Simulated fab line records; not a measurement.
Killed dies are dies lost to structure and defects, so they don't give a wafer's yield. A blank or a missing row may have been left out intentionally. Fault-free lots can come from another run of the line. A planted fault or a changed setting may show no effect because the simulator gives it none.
Struck lot and sound lot, side by side :: flow n5-finfet :: 14 out of 1938 route steps
Sound: the wafers L497.2, L497.4, L497.5. Struck: wafers L507.2, L507.3, L507.5. Last of all comes the cause.
Per side, at each step with rows, come the tool, then ch with its chambers, and then its first start. Under that, the readings that differ: sound wafers :: struck wafers :: difference of the means :: sigmas: that difference in standard deviations of wafers without a fault.
alike: words and numbers the same on both sides, and readings whose means are apart by under 2 such deviations; not compared: readings that were withheld, readings missing a value for some wafer, numbers with overlapping values and no deviation given by the record, and bounds like >300 which may hide the same value.
Wherever a step has rows on one side only, a row that says differs or no value, or a row with sigmas, the two part there. Numbers that have no deviation but don't overlap get no sigmas and don't part them. Lack of a reading on every wafer of one side parts them only where that side has two or more wafers.

N5_BEOL_M6_RS_MEAS_57: measurement is done with a four-point probe.
  sound: film-metro-01 at day 10 08:39; struck: film-metro-02 at day 13 08:09
  alike: M6_RS
N5_BEOL_M6_INSPECT_58: inspects for defects (darkfield).
  sound: defect-inspect-01 at day 10 08:40; struck: defect-inspect-01 at day 13 08:10
  alike: raw-defect-count
N5_BEOL_M7_ILD_DEP_00: deposits SiCOH lowk from DEMS/porogen, target thk 179.75 nm, time 33.4 s.
  sound on pecvd-01 ch 0,2, day 10 08:43; struck on pecvd-02 ch 0,1, day 13 08:13
  alike: heater-power-outer-w, heater-power-w, showerhead-plenum-p-Torr, throttle-valve-pct
N5_BEOL_M7_CURE_74: cures SiCOH lowk, time 240 s.
  sound on uv-cure-03 ch 2, day 10 09:19; struck on uv-cure-02 ch 1, day 13 08:21
  alike: lamp-power-pct, wafer_temp_C_max
N5_BEOL_M7_THK_MEAS_01:
  sound: film-metro-02 at day 10 09:44; struck: film-metro-01 at day 13 08:47
  alike: M7_ILD_THK
N5_BEOL_M7_PECVD_70: deposits SiO2 from TEOS/O2, target thk 20 nm, time 22.7 s.
  sound on pecvd-01 ch 2, day 10 09:47; struck on pecvd-02 ch 1,2, day 13 08:49
  alike: heater-power-outer-w, heater-power-w, showerhead-plenum-p-Torr, throttle-valve-pct
N5_BEOL_M7_HM_DEP_02: deposits TiN, target thk 20 nm.
  sound: pvd-sputter-03 at day 10 11:02; struck: pvd-sputter-02 at day 13 09:34
  alike: throttle-valve-pct
then, 5 steps without rows for these wafers: N5_BEOL_M7_COAT_59 (time 60 s, resist thk 100 nm); N5_BEOL_M7_COAT_60 (time 60 s, resist thk 35 nm); N5_BEOL_M7_COAT_05 (resist thk 90 nm); N5_BEOL_M7_EBR_07; N5_BEOL_M7_SOFTBAKE_06 (time 60 s).
N5_BEOL_M7_EXPOSE_08: exposes mask M7.
  sound on arfi-scanner-03 ch 0, day 10 11:17; struck on arfi-scanner-01, day 13 09:57
  no value came back on the struck wafers for dipole-opening-deg (degrees), exposure-dose-mJ-cm2, na, sigma-inner; on the sound wafers dipole-opening-deg (degrees) reads 35 35 35
  alike: mask
then, 1 step without rows for these wafers: N5_BEOL_M7_PEB_09 (peb time 60 s).

## WHERE THEY PART
N5_BEOL_M7_EXPOSE_08 only, going by this record.

WHY: what the simulator had put in
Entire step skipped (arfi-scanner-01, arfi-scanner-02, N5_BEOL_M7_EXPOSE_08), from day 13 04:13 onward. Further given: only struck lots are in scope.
